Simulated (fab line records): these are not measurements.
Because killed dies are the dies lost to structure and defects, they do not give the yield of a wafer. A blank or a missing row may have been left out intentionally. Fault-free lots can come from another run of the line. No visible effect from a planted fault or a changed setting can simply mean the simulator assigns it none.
Chamber matching -- flow n5_finfet -- rie_diel-03 running N5_FIN_CUT_CUT_ETCH_27: 4 sister chambers
The step etches SiO2 in CHF3/O2, target depth 4 nm, overetch 2 nm, time 4.9 s. 16 wafers are shown with their chamber, then 8 later ones without.

## WAFERS, EACH WITH ITS CHAMBER
wafer,chamber,drypump_motor_current_A (A),rf_vpp_V (V),oes_product_au (a.u.)
L074.3,3,6.4,519,0.79
L074.4,0,5.1,564,0.60
L074.6,0,5.1,563,0.61
L076.1,3,6.4,520,0.77
L076.4,0,5.1,565,0.60
L076.6,3,6.4,518,0.77
L080.4,3,6.4,519,0.75
L080.5,3,6.4,519,0.74
L080.6,0,5.1,566,0.60
L084.1,2,5.3,529,0.53
L084.4,0,5.1,564,0.59
L084.6,1,5.4,556,0.55
L085.1,2,5.3,528,0.54
L085.2,0,5.1,564,0.60
L085.3,3,6.4,517,0.73
L093.1,1,5.3,568,0.74

SIGNATURES, as means of the wafers listed above
reading,chamber 0,chamber 1,chamber 2,chamber 3,scatter within a chamber
drypump_motor_current_A,5.100,5.350,5.300,6.400,0.0204
rf_vpp_V,564.33,562.00,528.50,518.67,2.63
oes_product_au,0.6000,0.6450,0.5350,0.7583,0.0416
Rule: for a wafer and a chamber, the distance is found by dividing, reading by reading, the gap between the wafer's reading and the chamber's mean by the reading's scatter, squaring, summing and taking the root. If the next closest chamber is less than 2 further off than the closest, the wafer can't be placed; otherwise it belongs to the closest. The scatter: the root of (the sum of the squares of (reading less its chamber's mean) over the shown wafers, divided by (wafers less chambers)).

## WAFERS WITH NO CHAMBER GIVEN
wafer,drypump_motor_current_A (A),rf_vpp_V (V),oes_product_au (a.u.)
L093.3,5.3,529,0.53
L093.4,5.3,529,0.52
L094.3,6.4,517,0.71
L094.4,5.3,528,0.53
L094.6,5.1,564,0.58
L097.2,5.1,564,0.58
L097.3,6.3,517,0.70
L097.5,5.1,563,0.58

## WHICH CHAMBER EACH ONE RAN IN
wafer,from the rows above,in truth
L093.3,2,2
L093.4,2,2
L094.3,3,3
L094.4,2,2
L094.6,0,0
L097.2,0,0
L097.3,3,3
L097.5,0,0
8 of 8 placed correctly. Left unplaced by these rows: 0. Wrongly placed: 0.
